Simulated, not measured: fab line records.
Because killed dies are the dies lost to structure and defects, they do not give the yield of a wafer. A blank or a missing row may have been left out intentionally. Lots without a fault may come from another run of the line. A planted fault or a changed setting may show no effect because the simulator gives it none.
Matching of chambers ; flow n5Finfet ; 4 sister chambers for N5_BEOL_M10_CMP_52 on cmp-04
The step polishes, stops on SiCOH lowk, t overpolish 7 s, target thk 140 nm. 4 wafers are shown with their chamber, then 9 later ones without.

## WAFERS, EACH WITH ITS CHAMBER
wafer;chamber;motorCurrentA (A)
L082.6;3;7.4
L088.1;2;5.8
L088.3;0;6.2
L088.6;1;6.9

## WAFERS MISSING THEIR CHAMBER
wafer;motorCurrentA (A)
L091.2;6.1
L091.3;6.9
L091.5;5.9
L090.4;6.9
L090.5;7.3
L090.6;5.8
L094.2;7.2
L094.4;5.9
L094.6;7.0

## THE CHAMBER EACH PASSED THROUGH
wafer;from the rows above;in truth
L091.2;can't be placed: 0 or 2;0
L091.3;1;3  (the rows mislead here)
L091.5;can't be placed: 2 or 0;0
L090.4;1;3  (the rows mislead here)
L090.5;3;3
L090.6;2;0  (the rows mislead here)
L094.2;can't be placed: 3 or 1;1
L094.4;can't be placed: 2 or 0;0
L094.6;1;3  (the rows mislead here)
Correct placement for 1 of the 9. These rows do not allow placing 4 (true chamber among the candidates in 4). 4 placed wrongly.
How it was worked out, from the rows above alone: a wafer's distance from a chamber is the root of the sum, over the readings, of the square of ((its reading less the chamber's mean) divided by the reading's scatter). If the next closest chamber is less than 2 further off than the closest, the wafer can't be placed; otherwise it belongs to the closest. Each chamber's mean is taken over the wafers shown for it. The scatter: with one shown wafer a chamber, the root of the mean of the squares of how far each hidden wafer lies from its nearest shown one.
